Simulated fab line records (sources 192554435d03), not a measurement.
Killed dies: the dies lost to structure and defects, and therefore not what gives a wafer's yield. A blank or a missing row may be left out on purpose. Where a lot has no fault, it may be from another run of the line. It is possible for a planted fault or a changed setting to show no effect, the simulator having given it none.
Matching of chambers + flow n5 finfet + 4 sister chambers for N5_BEOL_M3_DESCUM_16 on rie diel-03
The step chemistry O2, time 7 s. 20 wafers are shown with their chamber, then 10 later ones without.

WAFERS, EACH WITH ITS CHAMBER
| wafer  | chamber | drypump motor current A (A) | showerhead plenum p Torr (Torr) | rf vpp V (V) |
|--------|---------|-----------------------------|---------------------------------|--------------|
| L074.1 | 3       | 6.3                         | 2.07                            | 242.9        |
| L074.3 | 1       | 6.0                         | 2.10                            | 242.7        |
| L074.5 | 2       | 6.1                         | 2.16                            | 243.3        |
| L080.1 | 3       | 6.3                         | 2.06                            | 241.9        |
| L080.3 | 0       | 4.9                         | 2.01                            | 241.6        |
| L080.5 | 2       | 6.2                         | 2.16                            | 243.2        |
| L082.1 | 3       | 6.3                         | 2.06                            | 241.6        |
| L082.4 | 2       | 6.2                         | 2.16                            | 243.7        |
| L082.5 | 1       | 6.0                         | 2.10                            | 243.6        |
| L085.2 | 0       | 4.9                         | 2.01                            | 241.2        |
| L085.5 | 1       | 6.0                         | 2.09                            | 243.2        |
| L085.6 | 3       | 6.3                         | 2.06                            | 240.9        |
| L088.2 | 3       | 6.3                         | 2.06                            | 241.5        |
| L088.3 | 1       | 6.0                         | 2.09                            | 243.0        |
| L088.4 | 0       | 4.9                         | 2.01                            | 241.2        |
| L090.3 | 1       | 6.0                         | 2.09                            | 242.2        |
| L090.4 | 3       | 6.3                         | 2.06                            | 241.8        |
| L090.6 | 2       | 6.2                         | 2.15                            | 243.5        |
| L091.2 | 1       | 6.1                         | 2.09                            | 242.6        |
| L091.5 | 3       | 6.3                         | 2.06                            | 242.7        |

SIGNATURES (averages over the wafers above)
| reading                  | chamber 0 | chamber 1 | chamber 2 | chamber 3 | scatter within a chamber |
|--------------------------|-----------|-----------|-----------|-----------|--------------------------|
| drypump motor current A  | 4.900     | 6.017     | 6.175     | 6.300     | 0.0315                   |
| showerhead plenum p Torr | 2.0100    | 2.0933    | 2.1575    | 2.0614    | 0.00429                  |
| rf vpp V                 | 241.333   | 242.883   | 243.425   | 241.900   | 0.522                    |
Rule: distance of a wafer from a chamber = root of the sum over the readings of ((wafer's reading minus chamber's mean) / reading's scatter) squared. If the next closest chamber is less than 2 further off than the closest, the wafer can't be placed; otherwise it belongs to the closest. The scatter is the square root of a quotient: the sum, over the shown wafers, of each reading's squared deviation from its chamber's mean, divided by wafers minus chambers.

WAFERS MISSING THEIR CHAMBER
| wafer  | drypump motor current A (A) | showerhead plenum p Torr (Torr) | rf vpp V (V) |
|--------|-----------------------------|---------------------------------|--------------|
| L091.6 | 6.1                         | 2.15                            | 244.3        |
| L092.3 | 6.2                         | 2.15                            | 243.9        |
| L092.5 | 6.2                         | 2.15                            | 243.6        |
| L092.6 | 6.0                         | 2.09                            | 243.6        |
| L093.2 | 6.3                         | 2.05                            | 242.8        |
| L093.3 | 6.1                         | 2.09                            | 242.1        |
| L093.4 | 4.9                         | 2.01                            | 242.6        |
| L095.2 | 6.0                         | 2.09                            | 242.3        |
| L095.5 | 4.9                         | 2.00                            | 242.1        |
| L095.6 | 6.3                         | 2.05                            | 242.9        |

CHAMBER TAKEN BY EACH
| wafer  | from the rows above | in truth |
|--------|---------------------|----------|
| L091.6 | 2                   | 2        |
| L092.3 | 2                   | 2        |
| L092.5 | 2                   | 2        |
| L092.6 | 1                   | 1        |
| L093.2 | 3                   | 3        |
| L093.3 | 1                   | 1        |
| L093.4 | 0                   | 0        |
| L095.2 | 1                   | 1        |
| L095.5 | 0                   | 0        |
| L095.6 | 3                   | 3        |
Placed correctly: 10 of 10. Left unplaced by these rows: 0. Number placed wrongly: 0.
